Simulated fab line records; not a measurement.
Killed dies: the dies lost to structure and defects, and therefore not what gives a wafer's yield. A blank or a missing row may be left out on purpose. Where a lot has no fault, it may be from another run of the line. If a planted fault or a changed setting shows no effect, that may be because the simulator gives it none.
Chamber matching    flow n5Finfet    N5_BEOL_M7_DESCUM_33 on rieDiel-02: 4 sister chambers
The step chemistry O2, time 7 s. 16 wafers are shown with their chamber, then 8 later ones without.

== WAFERS WITH THEIR CHAMBER ==
wafer   chamber  throttleValvePct (%)  showerheadPlenumPTorr (Torr)  oesProductAu (a.u.)
L074.1  2        19.8                  2.12                          0.91
L074.2  0        20.8                  2.07                          0.70
L074.3  1        19.9                  2.10                          0.84
L074.4  2        19.8                  2.12                          0.91
L074.5  0        20.8                  2.07                          0.70
L074.6  1        19.9                  2.10                          0.84
L077.1  1        19.9                  2.09                          0.83
L077.2  2        19.8                  2.12                          0.87
L077.4  3        20.3                  2.21                          0.89
L083.3  2        19.8                  2.11                          0.88
L083.4  1        20.0                  2.09                          0.83
L083.5  1        20.0                  2.09                          0.82
L084.1  1        20.0                  2.09                          0.82
L084.2  3        20.3                  2.21                          0.88
L084.5  2        19.8                  2.11                          0.88
L090.1  3        20.3                  2.21                          0.86

SIGNATURES, as means of the wafers listed above
reading                chamber 0  chamber 1  chamber 2  chamber 3  scatter within a chamber
throttleValvePct       20.800     19.950     19.800     20.300     0.0354
showerheadPlenumPTorr  2.0700     2.0933     2.1160     2.2100     0.00459
oesProductAu           0.7000     0.8300     0.8900     0.8767     0.0137
Rule: a wafer's distance from a chamber is the root of the sum, over the readings, of the square of ((its reading less the chamber's mean) divided by the reading's scatter). The wafer belongs to the nearest chamber; if the next one is less than 2 further off, it can't be placed. How the scatter is found: for the shown wafers, subtract from each reading the mean of its chamber, square and add these, divide the total by (wafers less chambers), then take the root.

== WAFERS MISSING THEIR CHAMBER ==
wafer   throttleValvePct (%)  showerheadPlenumPTorr (Torr)  oesProductAu (a.u.)
L090.2  20.0                  2.09                          0.81
L090.6  20.3                  2.21                          0.87
L093.1  20.3                  2.20                          0.85
L093.3  19.8                  2.10                          0.84
L093.4  20.8                  2.05                          0.68
L096.1  19.8                  2.10                          0.84
L096.4  20.3                  2.20                          0.84
L096.5  20.0                  2.08                          0.79

== CHAMBER TAKEN BY EACH ==
wafer   from the rows above      in truth
L090.2  1                        1
L090.6  3                        3
L093.1  3                        3
L093.3  can't be placed: 1 or 2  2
L093.4  0                        0
L096.1  can't be placed: 1 or 2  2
L096.4  3                        3
L096.5  1                        1
Placed correctly: 6 of 8. Cannot be placed on the basis of these rows: 2; the candidates contain the true chamber in 2. Wrongly placed: 0.
